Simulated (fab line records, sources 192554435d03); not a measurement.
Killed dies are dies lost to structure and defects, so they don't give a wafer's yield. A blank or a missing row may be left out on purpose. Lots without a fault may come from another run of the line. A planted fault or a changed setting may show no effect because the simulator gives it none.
Which tool did it? | flow n5_finfet | 24 lots, 72 wafers sampled, at 2 steps of a route of 1938

WHAT THE GAUGES READ, wafer by wafer
N5_BEOL_M2_CD_MEAS_11: target cd 16.79 nm.
lot  | measured     | on        | cd_nm (nm)
L074 | day 6 17:43  | cd_sem-03 | 17.03 17.06 16.75
L075 | day 6 21:19  | cd_sem-02 | 16.57 16.83 16.44
L076 | day 7 00:37  | cd_sem-02 | 16.72 16.67 16.43
L077 | day 7 08:13  | cd_sem-02 | 16.86 16.31 16.78
L078 | day 7 21:34  | cd_sem-02 | 16.84 16.81 16.76
L079 | day 7 23:07  | cd_sem-02 | 17.34 16.78 17.38
L080 | day 8 05:35  | cd_sem-03 | 16.83 16.24 16.56
L081 | day 8 09:46  | cd_sem-02 | 16.93 16.85 16.58
L082 | day 8 15:36  | cd_sem-02 | 16.90 17.02 16.90
L083 | day 9 02:57  | cd_sem-01 | 17.07 17.06 16.48
L084 | day 9 04:16  | cd_sem-02 | 16.99 16.89 17.10
L085 | day 9 08:34  | cd_sem-03 | 16.99 16.89 16.50
L086 | day 9 16:32  | cd_sem-02 | 17.08 16.76 16.92
L087 | day 9 20:26  | cd_sem-03 | 16.61 16.87 16.88
L088 | day 10 14:28 | cd_sem-01 | 16.66 16.66 16.92
L090 | day 10 16:23 | cd_sem-03 | 17.01 17.14 17.19
L089 | day 10 17:42 | cd_sem-02 | 17.00 16.66 17.19
L091 | day 10 20:58 | cd_sem-02 | 16.54 17.25 16.47
L092 | day 11 01:02 | cd_sem-01 | 16.86 16.66 16.95
L093 | day 11 11:15 | cd_sem-02 | 16.81 16.73 16.93
L094 | day 11 18:04 | cd_sem-02 | 17.05 17.10 17.11
L095 | day 11 21:20 | cd_sem-03 | 16.93 16.57 16.49
L096 | day 12 06:54 | cd_sem-03 | 16.44 16.78 16.79
L097 | day 12 10:05 | cd_sem-02 | 16.60 16.62 16.29

N5_BEOL_M2_INSPECT_13: inspects for defects (brightfield).
lot  | measured     | on                | raw_defect_count
L074 | day 6 17:49  | defect_inspect-01 | 449 423 401
L075 | day 6 21:24  | defect_inspect-01 | 276 239 299
L076 | day 7 00:43  | defect_inspect-01 | 372 451 505
L077 | day 7 08:19  | defect_inspect-02 | 456 415 650
L078 | day 7 21:40  | defect_inspect-01 | 322 279 320
L079 | day 7 23:12  | defect_inspect-01 | 320 439 462
L080 | day 8 05:41  | defect_inspect-01 | 392 414 408
L081 | day 8 09:51  | defect_inspect-02 | 458 495 641
L082 | day 8 15:41  | defect_inspect-01 | 389 454 492
L083 | day 9 03:02  | defect_inspect-01 | 736 626 677
L084 | day 9 04:21  | defect_inspect-01 | 470 534 463
L085 | day 9 08:39  | defect_inspect-01 | 346 244 307
L086 | day 9 16:38  | defect_inspect-01 | 326 392 506
L087 | day 9 20:32  | defect_inspect-01 | 407 355 336
L088 | day 10 14:33 | defect_inspect-02 | 537 544 427
L090 | day 10 16:28 | defect_inspect-02 | 341 396 488
L089 | day 10 17:47 | defect_inspect-02 | 255 407 248
L091 | day 10 21:04 | defect_inspect-01 | 303 311 283
L092 | day 11 01:07 | defect_inspect-01 | 459 461 488
L093 | day 11 11:20 | defect_inspect-01 | 304 356 386
L094 | day 11 18:09 | defect_inspect-01 | 270 465 503
L095 | day 11 21:26 | defect_inspect-01 | 294 441 318
L096 | day 12 06:59 | defect_inspect-02 | 318 467 416
L097 | day 12 10:11 | defect_inspect-01 | 295 313 247

WHICH TOOL RAN EACH LOT (tool, then ch and the chambers of the sampled wafers, then the start)
The record holds no process step before these readings.

WHAT THE TOOLS THEMSELVES READ (means of the sampled wafers that have a number; where no wafer has one, the mark that the record gives instead)
The record holds no such reading with a usual standard deviation.

THE ANSWER, worked out from the rows above alone
Rule: what is usual is taken from the lots themselves. Put in order of their means at a reading, lots are off if they are a third of the lots or fewer, leave a main group of 4 or more, and stand apart from it by a gap of 3 or more times the standard deviation of the main group's means; of several such gaps the widest counts. A main group whose means are all the same, to the digits that the tables above print for the reading, isn't used. A lot without any number at a reading at which 4 lots or more have one is off too. The other lots that the step has rows for count as sound. The gauges are gone through in route order, then the tools' own readings, and for those a lot's mean is taken as printed above. The first step at which some lot is off is used, and at that step the reading that is off furthest; a lot without a number counts as furthest.
No lot is off at any reading shown: from this, nothing can be told.

WHAT THE SIMULATOR HAD PUT IN
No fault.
